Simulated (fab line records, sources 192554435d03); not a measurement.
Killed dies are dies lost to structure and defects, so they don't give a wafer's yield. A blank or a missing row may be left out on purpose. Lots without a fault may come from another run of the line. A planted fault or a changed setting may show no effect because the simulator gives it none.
Split-lot experiment | flow n5_finfet | 7 lots, 39 wafers read, on a route of 1938 steps

THE SPLIT
At N5_HKMG_FIN_ETCH_31 (etches SiARC in CF4, target depth 45.5 nm, time 75.8 s), the setting bias_w was moved away from the recipe's 36 W on 12 of the 39 wafers read, by -12.7% to +16.9%. The other wafers ran this setting at the recipe's value.

The reading is taken at the split's own step.

THE READING
rf_vpp_V, in V, at N5_HKMG_FIN_ETCH_31 (etches SiARC in CF4, target depth 45.5 nm, time 75.8 s). Fault-free wafers of this fab line usually give 184.2 V, standard deviation 1.1 V.

wafer  | tool, chamber at the split | bias_w as run, W | against the recipe | rf_vpp_V, V | against lot-mates on the recipe
L086.1 | rie_diel-02, 0             | 36               | recipe             | 184.8       | -
L086.2 | rie_diel-02, 3             | 36               | recipe             | 180.8       | -
L086.3 | rie_diel-02, 2             | 36               | recipe             | 184.9       | -
L086.4 | rie_diel-02, 1             | 36               | recipe             | 183.9       | -
L086.5 | rie_diel-02, 0             | 36               | recipe             | 182.9       | -
L086.6 | rie_diel-02, 3             | 36               | recipe             | 183.3       | -
L087.1 | rie_diel-05, 1             | 36               | recipe             | 184.3       | -
L087.2 | rie_diel-05, 2             | 32.42            | -9.9%              | 173.9       | -9.8
L087.3 | rie_diel-05, 3             | 36               | recipe             | 183.3       | -
L087.4 | rie_diel-05, 2             | 32.42            | -9.9%              | 171.8       | -11.9
L087.5 | rie_diel-05, 1             | 36               | recipe             | 183.5       | -
L087.6 | rie_diel-05, 3             | 32.42            | -9.9%              | 171.5       | -12.2
L090.1 | rie_diel-06, 3             | 36               | recipe             | 183.5       | -
L090.2 | rie_diel-06, 0             | 36               | recipe             | 184.4       | -
L090.3 | rie_diel-06, 1             | 36               | recipe             | 184.2       | -
L090.4 | rie_diel-06, 2             | 42.09            | +16.9%             | 206.3       | +22.3
L090.5 | rie_diel-06, 1             | 42.09            | +16.9%             | 204.8       | +20.8
L090.6 | rie_diel-06, 2             | 42.09            | +16.9%             | 205.3       | +21.3
L093.1 | rie_diel-06, 1             | 36               | recipe             | 182.8       | -
L093.2 | rie_diel-06, 2             | 31.43            | -12.7%             | 169.6       | -14.7
L093.3 | rie_diel-06, 0             | 31.43            | -12.7%             | 167.3       | -17.0
L093.4 | rie_diel-06, 0             | 31.43            | -12.7%             | 167.1       | -17.2
L093.5 | rie_diel-06, 1             | 36               | recipe             | 185.0       | -
L093.6 | rie_diel-06, 2             | 36               | recipe             | 185.2       | -
L094.1 | rie_diel-05, 2             | 36               | recipe             | 183.2       | -
L094.2 | rie_diel-05, 3             | 36               | recipe             | 183.3       | -
L094.3 | rie_diel-05, 0             | 36               | recipe             | 183.5       | -
L094.4 | rie_diel-05, 1             | 36               | recipe             | 182.9       | -
L094.5 | rie_diel-05, 1             | 36               | recipe             | 182.9       | -
L094.6 | rie_diel-05, 2             | 36               | recipe             | 185.5       | -
L095.2 | rie_diel-02, 3             | 36               | recipe             | 184.9       | -
L095.3 | rie_diel-02, 0             | 36               | recipe             | 184.6       | -
L095.6 | rie_diel-02, 1             | 36               | recipe             | 184.3       | -
L096.1 | rie_diel-06, 2             | 33.25            | -7.6%              | 177.3       | -6.1
L096.2 | rie_diel-06, 0             | 36               | recipe             | 183.2       | -
L096.3 | rie_diel-06, 3             | 33.25            | -7.6%              | 175.1       | -8.3
L096.4 | rie_diel-06, 2             | 33.25            | -7.6%              | 175.7       | -7.7
L096.5 | rie_diel-06, 0             | 36               | recipe             | 183.2       | -
L096.6 | rie_diel-06, 3             | 36               | recipe             | 183.7       | -

THE FIT
A straight line over all 39 wafers: rf_vpp_V changes by +1.23 V for each +1% of bias_w; r = +0.99; the points scatter about the line by 1.1 V.
The same after taking each lot's own level away (the mean of its wafers on the recipe; 39 wafers): +1.23 V for each +1%; r = +0.99; scatter 1.1 V.
On that fit, the largest move of bias_w shifts the reading by 21 V.
The lots' own levels span 183.37 to 184.60 V, that is 1.1 times the standard deviation above.
So the lot-to-lot level changes the slope little: the two slopes agree.
Check: with one of the wafers moved furthest among these (+16.9%) left out of the fit, the line predicts +20.6 V for it against its lot-mates. It came out at +22.3 V against them.
Tool readings at the split's step, against how far the setting was moved: rf_vpp_V r = +0.99.

THE FILE'S OWN FIT
rf_vpp_V changes by +1.22 V for each +1% of bias_w, r = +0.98.
